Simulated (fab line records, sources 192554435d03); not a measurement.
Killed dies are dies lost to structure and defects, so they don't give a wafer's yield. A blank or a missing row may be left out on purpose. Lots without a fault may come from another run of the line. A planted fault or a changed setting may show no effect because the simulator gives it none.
Chamber matching | flow n5_finfet | N5_BEOL_M0_TRENCH_ETCH_107 on rie_diel-01: 4 sister chambers
The step etches SiOC in C4F6/O2, target depth 32.8 nm, time 16.4 s. 16 wafers are shown with their chamber, then 8 later ones without.

WAFERS WITH THEIR CHAMBER
wafer  | chamber | showerhead_plenum_p_Torr (Torr) | drypump_motor_current_A (A) | rf_vpp_V (V)
L076.2 | 3       | 2.79                            | 5.7                         | 658
L076.3 | 2       | 3.01                            | 6.1                         | 678
L076.5 | 1       | 2.94                            | 5.9                         | 670
L075.4 | 2       | 3.01                            | 6.1                         | 676
L075.5 | 0       | 3.01                            | 5.3                         | 686
L075.6 | 1       | 2.94                            | 5.9                         | 669
L078.1 | 1       | 2.94                            | 5.9                         | 669
L078.3 | 3       | 2.78                            | 5.7                         | 658
L078.4 | 0       | 3.00                            | 5.3                         | 686
L079.2 | 1       | 2.94                            | 5.9                         | 670
L079.5 | 2       | 3.01                            | 6.1                         | 676
L079.6 | 3       | 2.78                            | 5.7                         | 658
L081.3 | 0       | 3.00                            | 5.2                         | 686
L081.5 | 0       | 3.00                            | 5.2                         | 687
L081.6 | 3       | 2.78                            | 5.7                         | 659
L084.2 | 3       | 2.78                            | 5.7                         | 660

SIGNATURES (means of the wafers above)
reading                  | chamber 0 | chamber 1 | chamber 2 | chamber 3 | scatter within a chamber
showerhead_plenum_p_Torr | 3.0025    | 2.9400    | 3.0100    | 2.7820    | 0.00359
drypump_motor_current_A  | 5.250     | 5.900     | 6.100     | 5.700     | 0.0289
rf_vpp_V                 | 686.25    | 669.50    | 676.67    | 658.60    | 0.797
Rule: a wafer's distance from a chamber is the root of the sum, over the readings, of the square of ((its reading less the chamber's mean) divided by the reading's scatter). The wafer belongs to the nearest chamber; if the next one is less than 2 further off, it can't be placed. The scatter: the root of (the sum of the squares of (reading less its chamber's mean) over the shown wafers, divided by (wafers less chambers)).

WAFERS WITHOUT THEIR CHAMBER
wafer  | showerhead_plenum_p_Torr (Torr) | drypump_motor_current_A (A) | rf_vpp_V (V)
L084.3 | 2.93                            | 5.9                         | 670
L084.4 | 3.00                            | 5.3                         | 684
L094.1 | 2.99                            | 5.3                         | 686
L094.2 | 3.00                            | 6.1                         | 677
L094.3 | 2.77                            | 5.7                         | 658
L097.1 | 2.99                            | 6.1                         | 675
L097.3 | 2.92                            | 5.9                         | 668
L097.6 | 2.99                            | 5.3                         | 685

WHICH CHAMBER EACH WENT THROUGH
wafer  | from the rows above | in truth
L084.3 | 1                   | 1
L084.4 | 0                   | 0
L094.1 | 0                   | 0
L094.2 | 2                   | 2
L094.3 | 3                   | 3
L097.1 | 2                   | 2
L097.3 | 1                   | 1
L097.6 | 0                   | 0
Placed correctly: 8 of 8. Can't be placed from these rows: 0. Placed wrongly: 0.
